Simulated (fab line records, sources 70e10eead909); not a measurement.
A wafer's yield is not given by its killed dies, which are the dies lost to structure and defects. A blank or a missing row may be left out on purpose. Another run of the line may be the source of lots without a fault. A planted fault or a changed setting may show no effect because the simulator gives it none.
Chamber matching || flow nand_harc || pecvd-02 running NHARC_A_STAIRCASE_DEP_417: 3 sister chambers
The step deposits Si3N4, target thk 60 nm. 3 wafers are shown with their chamber, then 7 later ones without.

== WAFERS WITH THEIR CHAMBER ==
{"wafer": "L084.5", "chamber": 0, "heater_power_w (W)": 728}
{"wafer": "L093.2", "chamber": 1, "heater_power_w (W)": 638}
{"wafer": "L093.3", "chamber": 2, "heater_power_w (W)": 549}

== WAFERS WITH NO CHAMBER GIVEN ==
{"wafer": "L093.5", "heater_power_w (W)": 555}
{"wafer": "L094.1", "heater_power_w (W)": 632}
{"wafer": "L094.3", "heater_power_w (W)": 531}
{"wafer": "L094.6", "heater_power_w (W)": 546}
{"wafer": "L095.1", "heater_power_w (W)": 538}
{"wafer": "L095.4", "heater_power_w (W)": 748}
{"wafer": "L095.5", "heater_power_w (W)": 617}

== CHAMBER TAKEN BY EACH ==
{"wafer": "L093.5", "from the rows above": 2, "in truth": 2}
{"wafer": "L094.1", "from the rows above": 1, "in truth": 1}
{"wafer": "L094.3", "from the rows above": 2, "in truth": 2}
{"wafer": "L094.6", "from the rows above": 2, "in truth": 2}
{"wafer": "L095.1", "from the rows above": 2, "in truth": 2}
{"wafer": "L095.4", "from the rows above": 0, "in truth": 0}
{"wafer": "L095.5", "from the rows above": 1, "in truth": 1}
Correct placement for 7 of the 7. Number that these rows cannot place: 0. 0 placed wrongly.
How it was worked out, from the rows above alone: a wafer's distance from a chamber is the root of the sum, over the readings, of the square of ((its reading less the chamber's mean) divided by the reading's scatter). If the next closest chamber is less than 2 further off than the closest, the wafer can't be placed; otherwise it belongs to the closest. Each chamber's mean is taken over the wafers shown for it. The scatter: root of mean squared gap, hidden wafer to nearest shown wafer, with one shown wafer a chamber.
